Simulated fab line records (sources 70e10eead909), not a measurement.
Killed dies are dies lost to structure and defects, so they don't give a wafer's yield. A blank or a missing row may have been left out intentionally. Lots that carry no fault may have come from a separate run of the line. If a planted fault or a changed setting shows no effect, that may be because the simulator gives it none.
Which of the tools did it? -- flow nand-harc -- 24 lots with 72 wafers sampled at 6 steps, on a route of 1302 steps

== WHAT THE GAUGES SHOWED, per wafer ==
NHARC_P_BONDPAD_THK_MEAS_20: measures by xrf. Usual: thk-nm reads 160.4 nm (standard deviation 1.7).
lot,measured,on,thk-nm (nm),flag
L075,day 7 01:06,film-metro-01,159.3 162.2 159.3,
L074,day 7 01:53,film-metro-02,160.5 161.7 159.8,
L076,day 7 15:00,film-metro-02,160.4 161.9 159.4,
L077,day 8 08:56,film-metro-01,163.2 162.3 163.8,
L078,day 8 11:46,film-metro-02,162.5 163.8 161.4,
L079,day 8 21:16,film-metro-01,159.7 157.7 158.2,
L080,day 9 07:16,film-metro-02,159.9 159.4 162.3,
L081,day 9 15:23,film-metro-01,160.4 160.1 158.0,
L082,day 10 00:25,film-metro-01,159.8 159.6 162.7,
L083,day 10 06:31,film-metro-02,160.8 161.3 158.5,
L084,day 10 20:17,film-metro-01,160.7 160.9 158.3,
L085,day 11 03:05,film-metro-01,160.7 161.4 160.7,
L086,day 12 02:12,film-metro-01,159.2 160.1 160.5,
L087,day 12 18:31,film-metro-01,160.7 157.1 161.7,
L088,day 12 19:21,film-metro-02,163.2 161.3 163.1,
L089,day 13 06:20,film-metro-01,162.1 162.1 160.0,
L090,day 13 16:10,film-metro-01,158.8 159.8 160.2,
L091,day 14 05:43,film-metro-01,159.2 161.0 161.4,
L092,day 14 13:40,film-metro-02,157.7 158.8 160.7,
L093,day 14 20:37,film-metro-02,158.0 159.9 157.9,
L094,day 15 00:29,film-metro-02,163.3 158.9 160.7,
L095,day 15 11:59,film-metro-01,161.5 160.6 157.5,
L096,day 15 21:42,film-metro-02,161.4 159.4 163.6,
L097,day 16 02:33,film-metro-02,159.0 159.2 161.9,

NHARC_P_BONDPAD_INSPECT_23. Usual: raw-defect-count reads 332 (standard deviation 120).
lot,measured,on,raw-defect-count,flag
L075,day 7 01:19,defect-inspect-01,353 410 484,
L074,day 7 02:05,defect-inspect-02,238 481 336,
L076,day 7 15:13,defect-inspect-01,235 191 265,
L077,day 8 09:08,defect-inspect-01,238 170 282,
L078,day 8 11:59,defect-inspect-01,191 349 223,
L079,day 8 21:30,defect-inspect-02,297 266 236,
L080,day 9 07:28,defect-inspect-01,468 382 336,
L081,day 9 15:37,defect-inspect-01,515 402 592,
L082,day 10 00:39,defect-inspect-02,400 339 265,
L083,day 10 06:44,defect-inspect-02,294 186 236,
L084,day 10 20:30,defect-inspect-01,282 387 319,
L085,day 11 03:17,defect-inspect-02,315 264 230,
L086,day 12 02:25,defect-inspect-02,335 202 539,
L087,day 12 18:44,defect-inspect-02,352 340 353,
L088,day 12 19:35,defect-inspect-01,246 267 250,
L089,day 13 06:34,defect-inspect-02,217 237 366,
L090,day 13 16:22,defect-inspect-01,258 178 198,
L091,day 14 05:55,defect-inspect-01,269 373 332,
L092,day 14 13:53,defect-inspect-01,498 466 773,
L093,day 14 20:51,defect-inspect-02,159 242 326,
L094,day 15 00:42,defect-inspect-02,365 550 295,
L095,day 15 12:12,defect-inspect-02,618 260 302,
L096,day 15 21:56,defect-inspect-02,371 462 637,
L097,day 16 02:47,defect-inspect-02,281 259 342,

NHARC_A_SOURCE_PLATE_THK_MEAS_06: measures by ellipsometry. Usual: thk-nm reads 199.2 nm (standard deviation 2.2).
lot,measured,on,thk-nm (nm),flag
L075,day 8 00:07,film-metro-01,197.9 198.7 195.1,
L074,day 8 00:07,film-metro-02,198.2 197.5 200.1,
L076,day 8 15:35,film-metro-02,202.6 198.5 199.0,
L077,day 9 09:49,film-metro-02,202.2 203.4 201.6,
L078,day 9 09:49,film-metro-01,200.1 201.7 202.2,
L079,day 9 21:39,film-metro-02,199.2 199.2 199.5,
L080,day 10 08:28,film-metro-02,197.1 197.2 198.2,
L081,day 10 14:58,film-metro-02,199.4 200.4 198.9,
L082,day 11 00:10,film-metro-02,199.3 198.9 196.7,
L083,day 11 05:38,film-metro-02,198.2 199.2 197.1,
L084,day 11 21:49,film-metro-02,202.6 199.8 201.5,
L085,day 12 03:08,film-metro-01,197.8 196.1 198.2,
L086,day 13 01:31,film-metro-01,200.9 203.0 203.8,
L087,day 13 20:26,film-metro-02,197.2 198.9 199.3,
L088,day 13 20:26,film-metro-01,200.9 200.2 199.2,
L089,day 14 05:16,film-metro-02,201.4 201.8 201.6,
L090,day 14 15:30,film-metro-01,200.3 197.1 197.8,
L091,day 15 05:20,film-metro-01,200.4 202.1 199.5,
L092,day 15 12:59,film-metro-01,197.0 197.2 197.3,
L093,day 15 22:30,film-metro-02,197.6 196.6 196.0,
L094,day 15 22:29,film-metro-01,202.5 202.6 200.1,
L095,day 16 16:26,film-metro-01,196.8 196.1 194.2,
L096,day 16 20:31,film-metro-01,199.9 200.4 202.4,
L097,day 17 03:51,film-metro-01,198.6 197.6 200.6,

NHARC_A_SOURCE_PLATE_INSPECT_08. Usual: raw-defect-count reads 69 (standard deviation 33).
lot,measured,on,raw-defect-count,flag
L075,day 8 00:12,defect-inspect-02,31 36 46,
L074,day 8 00:12,defect-inspect-01,82 85 48,
L076,day 8 15:40,defect-inspect-02,55 131 97,
L077,day 9 09:53,defect-inspect-02,67 42 51,
L078,day 9 09:53,defect-inspect-01,97 95 107,
L079,day 9 21:43,defect-inspect-02,64 45 54,
L080,day 10 08:32,defect-inspect-02,96 53 60,
L081,day 10 15:05,defect-inspect-02,61 110 57,
L082,day 11 00:17,defect-inspect-02,69 74 73,
L083,day 11 05:44,defect-inspect-02,216 76 116,
L084,day 11 21:53,defect-inspect-01,49 36 71,
L085,day 12 03:16,defect-inspect-01,51 47 64,
L086,day 13 01:34,defect-inspect-02,59 44 45,
L087,day 13 20:30,defect-inspect-02,108 62 53,
L088,day 13 20:30,defect-inspect-01,42 30 36,
L089,day 14 05:22,defect-inspect-02,70 54 80,
L090,day 14 15:34,defect-inspect-02,63 60 48,
L091,day 15 05:23,defect-inspect-01,34 70 34,
L092,day 15 13:05,defect-inspect-01,28 99 56,
L093,day 15 22:34,defect-inspect-01,52 104 51,
L094,day 15 22:34,defect-inspect-02,74 43 45,
L095,day 16 16:30,defect-inspect-02,103 77 107,
L096,day 16 20:34,defect-inspect-02,88 169 66,
L097,day 17 03:55,defect-inspect-02,57 81 65,

== WHAT TOOL EACH LOT RAN ON (gives the tool, then ch and the chambers of the sampled wafers, and finally the start) ==
lot,NHARC_P_BONDPAD_ETCH_37,NHARC_P_BONDPAD_ETCH_24
L075,"rie-diel-10 ch 0,1,3, day 6 22:50","rie-diel-04 ch 1,3, day 7 01:06 or earlier"
L074,"rie-diel-10 ch 0,1, day 6 23:38","rie-diel-04 ch 2,3, day 7 01:53 or earlier"
L076,"rie-diel-10 ch 0,1,2, day 7 12:44","rie-diel-04 ch 0,2,3, day 7 15:00 or earlier"
L077,"rie-diel-10 ch 0,1,3, day 8 06:41","rie-diel-10 ch 0,2, day 8 08:56 or earlier"
L078,"rie-diel-04 ch 0,1,2, day 8 09:29","rie-diel-10 ch 0,1,3, day 8 11:46 or earlier"
L079,"rie-diel-07 ch 0,1,2, day 8 19:01","rie-diel-04 ch 0,1,3, day 8 21:16 or earlier"
L080,"rie-diel-04 ch 0,1, day 9 05:01","rie-diel-07 ch 1,2,3, day 9 07:16 or earlier"
L081,"rie-diel-07 ch 0,1,2, day 9 13:08","rie-diel-04 ch 1,2,3, day 9 15:23 or earlier"
L082,"rie-diel-10 ch 1,2, day 9 22:10","rie-diel-10 ch 0,1,2, day 10 00:25 or earlier"
L083,"rie-diel-07 ch 0,3, day 10 04:15","rie-diel-04 ch 1,2,3, day 10 06:31 or earlier"
L084,"rie-diel-07 ch 0,3, day 10 18:01","rie-diel-04 ch 0,3, day 10 20:17 or earlier"
L085,"rie-diel-07 ch 0,2, day 11 00:48","rie-diel-10 ch 1,2,3, day 11 03:05 or earlier"
L086,"rie-diel-10 ch 0,2,3, day 11 23:58","rie-diel-07 ch 0,1, day 12 02:12 or earlier"
L087,"rie-diel-04 ch 1,2,3, day 12 16:10","rie-diel-07 ch 0,2, day 12 16:39"
L088,"rie-diel-04 ch 0,2,3, day 12 17:00","rie-diel-07 ch 0,2, day 12 17:29"
L089,"rie-diel-07 ch 0,2, day 13 03:59","rie-diel-04 ch 1,2,3, day 13 06:20 or earlier"
L090,"rie-diel-04 ch 0,1, day 13 13:54","rie-diel-04 ch 0,1, day 13 16:10 or earlier"
L091,"rie-diel-04 ch 0,2, day 14 03:27","rie-diel-04 ch 0,2,3, day 14 05:43 or earlier"
L092,"rie-diel-04 ch 0,2,3, day 14 11:24","rie-diel-07 ch 0,1,2, day 14 13:40 or earlier"
L093,"rie-diel-04 ch 0,2, day 14 18:20","rie-diel-07 ch 0,1,2, day 14 18:50"
L094,"rie-diel-10 ch 1,2,3, day 14 22:02","rie-diel-04 ch 0,1,2, day 15 00:29 or earlier"
L095,"rie-diel-04 ch 1,2, day 15 09:38","rie-diel-07 ch 0,1, day 15 10:10"
L096,"rie-diel-10 ch 0,3, day 15 19:20","rie-diel-10 ch 0,3, day 15 19:51"
L097,"rie-diel-07 ch 0,2,3, day 16 00:15","rie-diel-10 ch 0,2, day 16 00:45"
- NHARC_P_BONDPAD_ETCH_37: etches the open film in N2/H2, target depth 60 nm, overetch 18 nm, time 65.91 s.
- NHARC_P_BONDPAD_ETCH_24: etches the open film in CF4/N2, target depth 30 nm, time 72.99 s.

== WHAT THE TOOLS THEMSELVES READ (means of the sampled wafers that have a number; where no wafer has one, the mark that the record gives instead) ==
NHARC_P_BONDPAD_ETCH_37. Usual: drypump-motor-current-A 5.8 A, standard deviation 0.4; oes-product-au 0.996 a.u., standard deviation 0.012; rf-vpp-V 429.6 V, standard deviation 2.8; showerhead-plenum-p-Torr 2.01 Torr, standard deviation 0.1; throttle-valve-pct 14.172 %, standard deviation 0.0096.
lot,tool,drypump-motor-current-A (A),oes-product-au (a.u.),rf-vpp-V (V),showerhead-plenum-p-Torr (Torr),throttle-valve-pct (%),flag
L075,rie-diel-10,5.9,1.001,430.5,2.03,14.168,
L074,rie-diel-10,5.9,1.005,427.5,1.96,14.167,
L076,rie-diel-10,6.0,0.987,428.7,1.98,14.178,
L077,rie-diel-10,5.9,0.996,430.5,2.03,14.174,
L078,rie-diel-04,6.0,1.006,430.5,2.06,14.169,
L079,rie-diel-07,5.7,0.989,429.5,2.02,14.166,
L080,rie-diel-04,6.3,0.999,433.0,2.12,14.169,
L081,rie-diel-07,5.7,0.987,430.2,2.02,14.173,
L082,rie-diel-10,6.1,0.978,431.6,2.04,14.169,
L083,rie-diel-07,5.8,1.002,427.8,1.94,14.170,
L084,rie-diel-07,5.8,1.005,427.6,1.94,14.164,
L085,rie-diel-07,6.1,1.006,430.4,2.03,14.172,
L086,rie-diel-10,5.8,1.005,428.3,1.99,14.167,
L087,rie-diel-04,5.6,0.988,428.1,1.96,14.169,
L088,rie-diel-04,5.8,0.995,430.5,2.04,14.174,
L089,rie-diel-07,6.0,0.996,431.9,2.11,14.175,
L090,rie-diel-04,6.3,0.998,432.0,2.12,14.170,
L091,rie-diel-04,6.1,0.997,431.5,2.07,14.180,
L092,rie-diel-04,5.8,0.991,430.3,2.04,14.171,
L093,rie-diel-04,6.0,0.990,431.1,2.07,14.163,
L094,rie-diel-10,5.9,1.006,431.6,2.05,14.167,
L095,rie-diel-04,5.8,1.003,428.5,1.98,14.173,
L096,rie-diel-10,5.8,1.002,428.7,1.96,14.164,
L097,rie-diel-07,5.9,0.991,430.4,2.03,14.176,

NHARC_P_BONDPAD_ETCH_24. Usual: cf4-flow-sccm 49.99 sccm, standard deviation 0.15; drypump-motor-current-A 5.8 A, standard deviation 0.42; oes-product-au 0.998 a.u., standard deviation 0.013; rf-vpp-V 313.5 V, standard deviation 2.2; showerhead-plenum-p-Torr 2.59 Torr, standard deviation 0.12; throttle-valve-pct 19.793 %, standard deviation 0.0091.
lot,tool,cf4-flow-sccm (sccm),drypump-motor-current-A (A),oes-product-au (a.u.),rf-vpp-V (V),showerhead-plenum-p-Torr (Torr),throttle-valve-pct (%),flag
L075,rie-diel-04,49.99,5.6,0.990,311.7,2.52,19.793,
L074,rie-diel-04,50.00,5.6,1.006,313.3,2.54,19.794,
L076,rie-diel-04,49.96,5.8,1.006,314.0,2.62,19.782,
L077,rie-diel-10,50.02,5.8,1.009,310.6,2.48,19.781,
L078,rie-diel-10,49.89,5.9,0.997,313.8,2.62,19.790,
L079,rie-diel-04,50.00,5.8,1.001,313.4,2.61,19.798,
L080,rie-diel-07,50.02,5.5,0.989,313.4,2.59,19.795,
L081,rie-diel-04,49.98,5.6,1.003,312.6,2.53,19.786,
L082,rie-diel-10,49.99,5.9,0.994,313.6,2.56,19.801,
L083,rie-diel-04,49.83,5.6,0.993,312.4,2.53,19.799,
L084,rie-diel-04,49.97,6.0,0.997,315.2,2.70,19.790,
L085,rie-diel-10,50.01,5.9,0.988,314.4,2.65,19.791,
L086,rie-diel-07,49.96,5.8,1.002,312.6,2.50,19.798,
L087,rie-diel-07,49.85,6.1,1.004,314.6,2.61,19.797,
L088,rie-diel-07,50.13,5.9,0.999,315.1,2.71,19.790,
L089,rie-diel-04,50.12,5.6,0.979,313.3,2.53,19.800,
L090,rie-diel-04,49.89,6.3,0.995,315.8,2.72,19.796,
L091,rie-diel-04,49.97,5.8,0.995,313.7,2.62,19.795,
L092,rie-diel-07,50.04,5.7,0.998,313.6,2.60,19.798,
L093,rie-diel-07,50.08,5.7,1.001,314.3,2.60,19.786,
L094,rie-diel-04,49.89,6.0,0.992,314.5,2.64,19.789,
L095,rie-diel-07,50.10,5.8,1.000,312.6,2.50,19.804,
L096,rie-diel-10,50.11,5.7,1.006,314.3,2.63,19.797,
L097,rie-diel-10,50.00,5.8,1.002,311.2,2.48,19.788,

== THE ANSWER, worked out from the rows above alone ==
Rule: a lot counts as off when the mean over its wafers that have a number is more than 3 standard deviations away from the usual mean. Also off: a lot with no number at a reading for which 4 or more lots have one. All remaining lots with rows at the step are treated as sound. After the gauges, taken in route order, come the tools' own readings; for these a lot's mean is taken, as printed above. At the first step where some lot is off, the reading lying furthest off is the one used; lots without a number count as furthest.
Nothing can be told from this: no lot is off at any reading shown.

== WHAT THE SIMULATOR PUT IN ==
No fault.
